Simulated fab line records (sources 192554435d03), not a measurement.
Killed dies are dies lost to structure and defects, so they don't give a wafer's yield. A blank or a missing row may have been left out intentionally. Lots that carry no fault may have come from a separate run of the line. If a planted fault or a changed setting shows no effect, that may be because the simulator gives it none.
fab line records :: flow n5Finfet
[record]
  lots = 4
  wafers = 12
  lastDay = 15
route steps=1938 shown BEOL_M12@1605 PASSIVATION@1936
lots that met no fault: taken from a fault-free run of the same line
startH: hours from the record's opening day to when the first of the lot's shown wafers began :: waitH: hours elapsed since this lot's preceding step :: " identical to the entry in the row above :: L1.1+2: several wafers, shown together as one row :: - no value present, or no start provided :: * or withheld: withheld :: < > ~ a bound
route shown NAME@n: NAME is a module with steps in the file, n the number in the route of the first one :: usual: average and standard deviation across the fault-free wafers :: same: alike in all rows :: chamber/n: place in a boat :: sites: per-site readings :: _std_site: standard deviation across them :: _edge_site: mean of outer sites minus mean of inner sites :: radiusMm: for every site, how far away it sits from the centre of the wafer :: mask NAME#n: copy n :: behind: tool/chamber where the wafer was last shaped :: hold: cause of the lot's hold/its duration in hours/its outcome :: device: the transistor (n, p or np) that didn't switch :: end of line: tests of these same wafers at the route's end :: step lacking rows: just its recipe :: killed: dies lost to structure and defects at the first sort, not the wafer's yield :: map: dies across one wafer; x = killed, . = not, _ = none there
set.NAME: setting as actually run; set.NAME@STEP: the setting as run at that earlier step :: model.NAME: the simulator's own value behind a step, which no gauge read
a table for each step, a row for each wafer; lots at some steps of the route
services: when a tool's chamber went out of use (startH, in hours from the record's first day, below 0 if earlier), for how many hours, and the reason
[[steps]]
[step N5_BEOL_M12_COAT_04]
[recipe]
  spinRpm = 1625
  resistThkNm = 400
[step N5_BEOL_M12_EBR_06]
[recipe]
  solvent = PGMEA
  ebrWidthMm = 1.5
[step N5_BEOL_M12_SOFTBAKE_05]
[recipe]
  tempC = 130
  timeS = 60
[step N5_BEOL_M12_EXPOSE_07]
[recipe]
  maskId = V11
  na = 0.93
  sourceShape = conventional
  sigmaOuter = 0.6
  polarization = unpolarized
  attpsmPhaseDeg = 180
  doseMj = 32.5
[step N5_BEOL_M12_PEB_08]
[recipe]
  pebTempC = 130
  pebTimeS = 90
[step N5_BEOL_M12_DEVELOP_09]
[recipe]
  developTimeS = 45
  rinseLiquid = diw
  dry = airSpin
  devTempC = 21
[step N5_BEOL_M12_HARDBAKE_14]
[recipe]
  tempC = 130
  timeS = 120
[step N5_BEOL_M12_DESCUM_15]
[recipe]
  chemistry = O2
  timeS = 7.9
  sourcePowerW = 50
  biasPowerW = 20
  pressureMtorr = 20
  rfFrequencyHz = 2.712e+07
  tempC = 40
  o2FlowSccm = 225
[step N5_BEOL_M12_ETCH_59]
[recipe]
  chemistry = N2/H2
  target = BARC
  targetDepthA = 890
  overetchA = 267
  timeS = 67.9
  ionEnergyEv = 200
  pressureMtorr = 30
  sourceW = 840
  biasW = 150
  n2FlowSccm = 200
  h2FlowSccm = 200
[step N5_BEOL_M12_VIA_ETCH_16]
[recipe]
  chemistry = C4F8/O2/Ar
  target = SiOC
  pressureMtorr = 30
  sourceW = 3000
  biasW = 700
  Ar_flow_sccm = 400
  C4F8_flow_sccm = 15
  O2_flow_sccm = 8
  heInnerTorr = 15
  heOuterTorr = 30
  targetDepthA = 7248
  timeS = withheld
  ionEnergyEv = 250
  ends = cleared
[usual]
  drypumpMotorCurrentA = 5.9/0.49
  oesProductAu = 0.70/0.07
  rfVppV = 666/3.2
  showerheadPlenumPTorr = 3.43/0.12
  throttleValvePct = 24.10/0.22
lot.wafer: L675.1
tool: rieDiel-05
chamber: 3
startH: 245.40
waitH: 0.0
drypumpMotorCurrentA: 5.4
oesProductAu: 0.64
rfVppV: 664
showerheadPlenumPTorr: 3.39
throttleValvePct: 24.35

lot.wafer: L675.2
tool: rieDiel-05
chamber: 2
startH: 245.40
waitH: 0.0
drypumpMotorCurrentA: 6.3
oesProductAu: 0.62
rfVppV: 665
showerheadPlenumPTorr: 3.39
throttleValvePct: 24.37

lot.wafer: L675.4
tool: rieDiel-05
chamber: 0
startH: 245.40
waitH: 0.0
drypumpMotorCurrentA: 5.2
oesProductAu: 0.62
rfVppV: 669
showerheadPlenumPTorr: 3.50
throttleValvePct: 24.28

lot.wafer: L690.2
tool: rieDiel-05
chamber: 1
startH: 323.19
waitH: 0.0
drypumpMotorCurrentA: 6.2
oesProductAu: 0.80
rfVppV: 662
showerheadPlenumPTorr: 3.33
throttleValvePct: 23.97

lot.wafer: L690.5
tool: rieDiel-05
chamber: 1
startH: 323.19
waitH: 0.0
drypumpMotorCurrentA: 6.2
oesProductAu: 0.79
rfVppV: 664
showerheadPlenumPTorr: 3.33
throttleValvePct: 23.95

lot.wafer: L690.6
tool: rieDiel-05
chamber: 2
startH: 323.19
waitH: 0.0
drypumpMotorCurrentA: 6.3
oesProductAu: 0.61
rfVppV: 665
showerheadPlenumPTorr: 3.38
throttleValvePct: 24.40

lot.wafer: L687.1
tool: rieDiel-05
chamber: 0
startH: 323.50
waitH: 0.0
drypumpMotorCurrentA: 5.2
oesProductAu: 0.82
rfVppV: 668
showerheadPlenumPTorr: 3.49
throttleValvePct: 23.96

lot.wafer: L687.3
tool: rieDiel-05
chamber: 2
startH: 323.50
waitH: 0.0
drypumpMotorCurrentA: 6.3
oesProductAu: 0.61
rfVppV: 664
showerheadPlenumPTorr: 3.38
throttleValvePct: 24.40

lot.wafer: L687.6
tool: rieDiel-05
chamber: 3
startH: 323.50
waitH: 0.0
drypumpMotorCurrentA: 5.4
oesProductAu: 0.63
rfVppV: 664
showerheadPlenumPTorr: 3.37
throttleValvePct: 24.39

lot.wafer: L691.3
tool: rieDiel-03
chamber: 3
startH: 324.60
waitH: 0.0
drypumpMotorCurrentA: 6.3
oesProductAu: 0.67
rfVppV: 662
showerheadPlenumPTorr: 3.27
throttleValvePct: 24.13

lot.wafer: L691.4
tool: rieDiel-03
chamber: 3
startH: 324.60
waitH: 0.0
drypumpMotorCurrentA: 6.3
oesProductAu: 0.66
rfVppV: 663
showerheadPlenumPTorr: 3.27
throttleValvePct: 24.13

lot.wafer: L691.5
tool: rieDiel-03
chamber: 1
startH: 324.60
waitH: 0.0
drypumpMotorCurrentA: 5.7
oesProductAu: 0.67
rfVppV: 669
showerheadPlenumPTorr: 3.56
throttleValvePct: 23.92
[step N5_BEOL_M12_STRIP_63]
[recipe]
  chemistry = N2/H2
  powerW = 1000
  tempC = 250
  h2Frac = 0.65
  overashFraction = 0.3
  pressureMtorr = 1000
  n2FlowSccm = 1750
  h2FlowSccm = 3250
[step N5_BEOL_M12_STRIP_64]
[recipe]
  chemistry = N2/H2
  powerW = 1000
  tempC = 250
  h2Frac = 0.65
  overashFraction = 0.3
  pressureMtorr = withheld
  n2FlowSccm = 1750
  h2FlowSccm = 3250
[step N5_BEOL_M12_STRIP_71]
[recipe]
  chemistry = postEtchResidueRemover
  timeS = 60
  tempC = 25
  removerPh = withheld
  removerWaterWtPct = withheld
  removerFluorideWtPct = withheld
[step N5_BEOL_M12_SRD_72]
[recipe]
  timeS = 30
  tempC = 23
  rinseLiquid = diw
  dry = n2Spin
  spinRpm = 1500
  dryTimeS = 30
[step N5_BEOL_M12_COAT_65]
[recipe]
  resist = SOC
  tempC = 250
  timeS = 60
  spinRpm = 1500
  resistThkNm = 300
[step N5_BEOL_M12_COAT_66]
[recipe]
  resist = SiARC
  tempC = 220
  timeS = 60
  spinRpm = 1500
  resistThkNm = 110
[step N5_BEOL_M12_COAT_22]
[recipe]
  spinRpm = 2888
  resistThkNm = 300
[step N5_BEOL_M12_EBR_24]
[recipe]
  solvent = PGMEA
  ebrWidthMm = 1.5
[step N5_BEOL_M12_SOFTBAKE_23]
[recipe]
  tempC = 130
  timeS = 60
[step N5_BEOL_M12_EXPOSE_25]
[recipe]
  maskId = M12
  na = 0.93
  sourceShape = conventional
  sigmaOuter = 0.4
  polarization = unpolarized
  doseMj = 21.8
[step N5_BEOL_M12_PEB_26]
[recipe]
  pebTempC = 130
  pebTimeS = 90
[step N5_BEOL_M12_DEVELOP_27]
[recipe]
  developTimeS = 45
  rinseLiquid = diw
  dry = airSpin
  devTempC = 21
[step N5_BEOL_M12_HARDBAKE_32]
[recipe]
  tempC = 130
  timeS = 120
[step N5_BEOL_M12_INSPECT_30]
[recipe]
  mode = adi
  inspectInstrument = macro
[usual]
  rawDefectCount = 2.1/1.4
lot.wafer: L675.1
tool: defectInspect-02
chamber: -
startH: 246.18
waitH: 0.0
rawDefectCount: 1

lot.wafer: L675.2
tool: defectInspect-02
chamber: -
startH: 246.18
waitH: 0.0
rawDefectCount: 2

lot.wafer: L675.4
tool: defectInspect-02
chamber: -
startH: 246.18
waitH: 0.0
rawDefectCount: 2

lot.wafer: L690.2
tool: defectInspect-01
chamber: -
startH: 323.98
waitH: 0.0
rawDefectCount: >300

lot.wafer: L690.5
tool: defectInspect-01
chamber: -
startH: 323.98
waitH: 0.0
rawDefectCount: >300

lot.wafer: L690.6
tool: defectInspect-01
chamber: -
startH: 323.98
waitH: 0.0
rawDefectCount: >300

lot.wafer: L687.1
tool: defectInspect-01
chamber: -
startH: 324.32
waitH: 0.0
rawDefectCount: >300

lot.wafer: L687.3
tool: defectInspect-01
chamber: -
startH: 324.32
waitH: 0.0
rawDefectCount: >300

lot.wafer: L687.6
tool: defectInspect-01
chamber: -
startH: 324.32
waitH: 0.0
rawDefectCount: >300

lot.wafer: L691.3
tool: defectInspect-02
chamber: -
startH: 325.52
waitH: 0.0
rawDefectCount: 1

lot.wafer: L691.4
tool: defectInspect-02
chamber: -
startH: 325.52
waitH: 0.0
rawDefectCount: 2

lot.wafer: L691.5
tool: defectInspect-02
chamber: -
startH: 325.52
waitH: 0.0
rawDefectCount: 3
[step N5_BEOL_M12_DESCUM_33]
[recipe]
  chemistry = O2
  timeS = 7.9
  sourcePowerW = 50
  biasPowerW = 20
  pressureMtorr = 20
  rfFrequencyHz = 2.712e+07
  tempC = 40
  o2FlowSccm = 225
[step N5_PASSIVATION_PROBE_49]
[usual]
  defectLimitedYield = 91.0/1.5
  killed_at_M0_to_M3 = 36/12
  killed_at_M4_up = 14/5.5
  killedAtContacts = 11/4.8
  killedAtFrontEnd = 42/12
  killedAtOther = 3.7/2.7
  killedDies = 106/18
  killedOpen = 70/13
  killedShort = 35/8.2
  sort_bin_5_function = 5.3/1
  sort_bin_6_memory = 3.3/0.69
  sortNPass = 1074/18
  sortYieldPct = 91.0/1.5
[same]
  grossDies = 1180
  killedAtBackSide = 0
  sort_bin_4_leakage[%] = 0
  sort_bin_8_speed[%] = 0
lot.wafer: L687.1
tool: prober-01
chamber: -
startH: 361.63
waitH: 0.0
defectLimitedYield[%]: 81.0
killed_at_M0_to_M3: 38
killed_at_M4_up: 138
killedAtContacts: 21
killedAtFrontEnd: 26
killedAtOther: 1
killedDies: 224
killedOpen: 72
killedShort: 25
sort_bin_5_function[%]: 11.6
sort_bin_6_memory[%]: 4.8
sortNPass: 956
sortYieldPct[%]: 81.0

lot.wafer: L687.3
tool: prober-01
chamber: -
startH: 361.73
waitH: 0.1
defectLimitedYield[%]: 79.7
killed_at_M0_to_M3: 35
killed_at_M4_up: 158
killedAtContacts: 14
killedAtFrontEnd: 32
killedAtOther: 1
killedDies: 240
killedOpen: 85
killedShort: 24
sort_bin_5_function[%]: 14.2
sort_bin_6_memory[%]: 3.9
sortNPass: 940
sortYieldPct[%]: 79.7

lot.wafer: L687.6
tool: prober-01
chamber: -
startH: 361.88
waitH: 0.3
defectLimitedYield[%]: 85.3
killed_at_M0_to_M3: 33
killed_at_M4_up: 99
killedAtContacts: 21
killedAtFrontEnd: 18
killedAtOther: 2
killedDies: 173
killedOpen: 70
killedShort: 19
sort_bin_5_function[%]: 9.2
sort_bin_6_memory[%]: 3.7
sortNPass: 1007
sortYieldPct[%]: 85.3

lot.wafer: L690.2
tool: prober-01
chamber: -
startH: 363.69
waitH: 0.1
defectLimitedYield[%]: 81.0
killed_at_M0_to_M3: 16
killed_at_M4_up: 145
killedAtContacts: 9
killedAtFrontEnd: 51
killedAtOther: 3
killedDies: 224
killedOpen: 60
killedShort: 30
sort_bin_5_function[%]: 12.4
sort_bin_6_memory[%]: 3.4
sortNPass: 956
sortYieldPct[%]: 81.0

lot.wafer: L690.5
tool: prober-01
chamber: -
startH: 363.84
waitH: 0.2
defectLimitedYield[%]: 81.4
killed_at_M0_to_M3: 32
killed_at_M4_up: 136
killedAtContacts: 13
killedAtFrontEnd: 28
killedAtOther: 10
killedDies: 219
killedOpen: 60
killedShort: 37
sort_bin_5_function[%]: 11.4
sort_bin_6_memory[%]: 4.6
sortNPass: 961
sortYieldPct[%]: 81.4

lot.wafer: L690.6
tool: prober-01
chamber: -
startH: 363.89
waitH: 0.3
defectLimitedYield[%]: 80.4
killed_at_M0_to_M3: 36
killed_at_M4_up: 148
killedAtContacts: 10
killedAtFrontEnd: 32
killedAtOther: 5
killedDies: 231
killedOpen: 66
killedShort: 35
sort_bin_5_function[%]: 13.5
sort_bin_6_memory[%]: 4.2
sortNPass: 949
sortYieldPct[%]: 80.4
// killed by level:class
L687.1 BEOL_M12:unspecified=122 MOL_CONTACT_COAG:geometricParticle:open=16 BEOL_M0_SAQP:geometricParticle:open=9 BEOL_M3:geometricParticle:open=8 BEOL_M0_SAQP:geometricParticle:short=8 STI_FIN_REVEAL:geometricParticle:open=7 BEOL_M2:geometricParticle:open=6 FIN_SAQP:geometricParticle:open=5
L687.3 BEOL_M12:unspecified=130 BEOL_M4:geometricParticle:open=15 BEOL_M2:geometricParticle:open=13 MOL_CONTACT_COAG:geometricParticle:open=10 BEOL_M3:geometricParticle:open=8 STI_FIN_REVEAL:geometricParticle:open=7 FIN_SAQP:geometricParticle:open=5 DUMMY_GATE:geometricParticle:open=5
L687.6 BEOL_M12:unspecified=84 MOL_CONTACT_COAG:geometricParticle:open=16 BEOL_M4:geometricParticle:open=11 BEOL_M2:geometricParticle:open=10 BEOL_M3:geometricParticle:open=9 MOL_CONTACT_COAG:geometricParticle:short=5 FIN_SAQP:geometricParticle:short=4 BEOL_M0_SAQP:geometricParticle:open=4
L690.2 BEOL_M12:unspecified=131 FIN_SAQP:geometricParticle:open=11 FIN_SAQP:geometricParticle:short=10 MOL_CONTACT_COAG:geometricParticle:open=9 STI_FIN_REVEAL:geometricParticle:open=7 GATE_CUT:geometricParticle:open=7 BEOL_M0_SAQP:geometricParticle:short=7 DUMMY_GATE:geometricParticle:open=5
L690.5 BEOL_M12:unspecified=122 MOL_CONTACT_COAG:geometricParticle:open=10 BEOL_M0_SAQP:geometricParticle:open=9 FIN_SAQP:geometricParticle:short=7 BEOL_M2:geometricParticle:open=7 FIN_SAQP:geometricParticle:open=5 BEOL_M0_SAQP:geometricParticle:short=5 BEOL_M2:geometricParticle:short=5
L690.6 BEOL_M12:unspecified=129 BEOL_M4:geometricParticle:open=12 BEOL_M0_SAQP:geometricParticle:short=10 BEOL_M0_SAQP:geometricParticle:open=8 BEOL_M2:geometricParticle:open=7 MOL_CONTACT_COAG:geometricParticle:open=7 STI_FIN_REVEAL:geometricParticle:open=6 FIN_SAQP:geometricParticle:short=5
// map L687.3 (x killed, . not)
_________________..x.x..x....________________
______________.x..............x._____________
___________...x........x.x....x....__________
__________.............x.......x...._________
________............x........x........_______
_______...............x....x..x....x...______
______............x.....x....x......x..._____
_____.....x..............................____
____x....................x..x.......x.....___
___.........x..............................__
___.....x...........x....................xx__
__....x...........x.x.x..........x......x..._
__.......................x............x....._
_....x.....x......x.xxx.....x................
_.....x...x....x...x...................x.....
_..........x..xx.xxxx..x...x.....x...........
_..........xxxxxxxxxx..x..........x..........
_............xxxxxxxx.xx.x.........x.........
_........xxxxxxxxxxxxxxx.....................
_........xxxxxxxxxxxx.xx...............xx.x..
_.......x.xxxxxxxxxxxxx.x................x.x.
__..xx..x.xxxxxxxxxxxxxx.x......x.........xx_
__......x..xxxxxxxxxxxx.............x......._
___x.....x.xxxxxxxxxxxx..................x.__
___........x..xxxxxxxxx.................x..__
____........xxxxxxx.x....x......x...x.....___
_____.....x..xx.x.xxx........x.x..x......____
______...x.xxx.x.........x.x..x......x.._____
_______x..x.............xx.............______
________.................x............_______
__________..x....x.......x......x..._________
___________.x....x.....x...........__________
______________...........xx....._____________
_________________..x.........________________
// map L690.6 (x killed, . not)
_________________....x...x...________________
______________.................._____________
___________..x......x......x.......__________
__________..........x........x......_________
________..x...........x..............._______
_______..........x.....................______
______.............x..............x....._____
_____...............x..x...x....x........____
____........................x.....x....x..___
___.......................x............x...__
___................................x.......__
__.....................x......x....x....xx.._
__.x....x.....x.x........x..........xx......_
_.....x....x.xx........xx...................x
_.......x.x..x.x...........x.............x.x.
_..x.x....x.xxxx.xx.xxx..x..........x........
_x.......xx.xxxxxxxxx....................x...
_.x.......xxxxxxxxxxxx..x....................
_........xxxxxxxxxxxxx..x....x.........x.....
_.x....xx.x.xxxxxxxxxxxxx.........x.x.x.x....
_.....x.xx..xxxxxxxxxxx.xx...................
__..x....xxxxxxxxxxxxxxxx...........x......._
__......xxxxxxxxxxxxxxx........x........x..._
___.......xxxxxxxxxxxxx....................__
___.x.x.....xxxx.xxxxxx...................x__
____.........x.xxx..x.....x......x....xx..___
_____x.......xxxxxxxxx.........x.........____
______.................................._____
_______....x.........x.................______
________.x....................x..x...._______
__________.........................._________
___________....x...x....x..........__________
______________.................._____________
_________________............________________
[[services]]
tool: rieDiel-05
chamber: 0
startH: 261.01
hours: -
kind: clean

tool: rieDiel-05
chamber: 0
startH: 261.01
hours: -
kind: consumableReplace:focusRing

tool: rieDiel-05
chamber: 0
startH: 261.01
hours: 24.8
kind: scheduledDown

tool: rieDiel-05
chamber: 0
startH: 261.01
hours: 24.8
kind: ventCycle

tool: rieDiel-03
chamber: -
startH: 306.71
hours: 2.8
kind: pm

tool: rieDiel-03
chamber: 2
startH: 315.09
hours: 11.2
kind: repair
[[key]]
[firstSign]
  step = N5_BEOL_M12_INSPECT_30
  reading = rawDefectCount
  direction = up
  sigmas = 99+
  usual = 2.1
  struck = >300
[effect]
  step = N5_PASSIVATION_PROBE_49
  reading = killed_at_M4_up
  direction = up
  sigmas = 22
  usual = 14
  struck = 137
[moreKillsBornAt]
  N5_BEOL_M12_VIA_ETCH_16@rieDiel-05 = 718
metAt N5_BEOL_M12_VIA_ETCH_16
struckWafers L687.1,L687.3,L687.6,L690.2,L690.5,L690.6
[fault]
  kind = chamberParticleSource
  tool = rieDiel-05
  chamber = -
  onsetH = 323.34
  steps = N5_BEOL_M12_VIA_ETCH_16
  ratePerVisitCm2 = 1.0154
  endH = 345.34
